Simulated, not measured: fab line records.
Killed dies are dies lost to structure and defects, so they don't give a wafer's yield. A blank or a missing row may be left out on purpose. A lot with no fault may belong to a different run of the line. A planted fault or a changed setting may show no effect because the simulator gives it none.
Struck lot and sound lot, side by side ; flow n5Finfet ; 18 steps out of a route of 1938
Sound: wafers L850.3, L850.5, L850.6. The struck wafers were L860.2, L860.3, L860.4. The cause comes at the end.
Order at every step that has rows: each side's tool, ch and its chambers, its first start. Under that, the readings that differ: sound wafers ; struck wafers ; difference of the means ; sigmas: that difference in standard deviations of wafers without a fault.
alike: words and numbers the same on both sides, and readings whose means are apart by under 2 such deviations; not compared: readings that were withheld, readings missing a value for some wafer, numbers with overlapping values and no deviation given by the record, and bounds like >300 which may hide the same value.
Wherever a step has rows on one side only, a row that says differs or no value, or a row with sigmas, the two part there. When numbers do not overlap yet have no deviation, they are printed without sigmas and do not part them. A reading that every wafer of one side lacks parts them only if that side has two wafers or more.

N5_PASSIVATION_AL_ETCH_33: etches Al in Cl2/BCl3, stops on TaN, target depth 2800 nm, time 466.7 s.
  sound on rieMetal-03 ch 0,1, day 12 14:14; struck on rieMetal-02 ch 0,1, day 15 14:05
  alike: biasW, drypumpMotorCurrentA, oesProductAu, throttleValvePct
  not compared: rfHoursCounterH
N5_PASSIVATION_ETCH_59: etches TaN in Cl2/BCl3, target depth 65 nm, time 34.9 s.
  sound on rieMetal-03 ch 0,1, day 12 14:32; struck on rieMetal-02 ch 0,1, day 15 14:29
  alike: biasW, drypumpMotorCurrentA, oesProductAu, throttleValvePct
  not compared: rfHoursCounterH
N5_PASSIVATION_STRIP_34: strips in O2.
  sound on rieDiel-06 ch 0,1,2, day 12 14:46; struck on rieDiel-06 ch 0,1,3, day 15 14:35
  alike: drypumpMotorCurrentA, o2FlowSccm, oesProductAu, rfVppV, showerheadPlenumPTorr, throttleValvePct
  not compared: rfHoursCounterH
then, 4 steps without rows for these wafers: N5_PASSIVATION_STRIP_51 (strips in post etch residue remover, time 1200 s); N5_PASSIVATION_CLEAN_69 (cleans in IPA, time 180 s); N5_PASSIVATION_SRD_70 (time 30 s); N5_PASSIVATION_PECVD_53 (deposits SiO2 from TEOS/O2, target thk 800 nm, time 169.4 s).
N5_PASSIVATION_PECVD_35: deposits SiNx from SiH4/NH3/N2, target thk 700 nm, time 151.3 s.
  sound on pecvd-04 ch 1,2, day 12 15:22; struck on pecvd-03 ch 0,1,2, day 15 15:12
  alike: heaterPowerW, showerheadPlenumPTorr, throttleValvePct
then, 4 steps without rows for these wafers: N5_PASSIVATION_HMDS_37 (time 60 s); N5_PASSIVATION_COAT_38; N5_PASSIVATION_EBR_40; N5_PASSIVATION_SOFTBAKE_39 (time 120 s).
N5_PASSIVATION_EXPOSE_41: exposes mask PASS OPEN, defocus 0 nm, target cd 40000 nm.
  sound on krfScanner-01 ch 0, day 12 15:46; struck on krfScanner-01 ch 0, day 15 15:35
  alike: mask
then, 3 steps without rows for these wafers: N5_PASSIVATION_PEB_42; N5_PASSIVATION_DEVELOP_43 (develop time 60 s); N5_PASSIVATION_HARDBAKE_45 (time 120 s).
N5_PASSIVATION_CD_MEAS_44: the cd target is 40000 nm.
  sound on cdSem-03 ch 0, day 12 15:56; struck on cdSem-02 ch 0, day 15 15:46
reading;sound;struck;difference;sigmas
cdNm (nm);40005 40008 40000;40030 40038 40038;+31;+8
N5_PASSIVATION_OVL_MEAS_66:
  sound on overlay-01 ch 0, day 12 15:58; struck on overlay-02 ch 0, day 15 15:47
  alike: PASS_OPEN_OVL

## WHERE THEY PART
Only at N5_PASSIVATION_CD_MEAS_44, within this record. Later steps at which nothing parts them and some readings are alike: N5_PASSIVATION_OVL_MEAS_66.

WHY: what had been put in by the simulator
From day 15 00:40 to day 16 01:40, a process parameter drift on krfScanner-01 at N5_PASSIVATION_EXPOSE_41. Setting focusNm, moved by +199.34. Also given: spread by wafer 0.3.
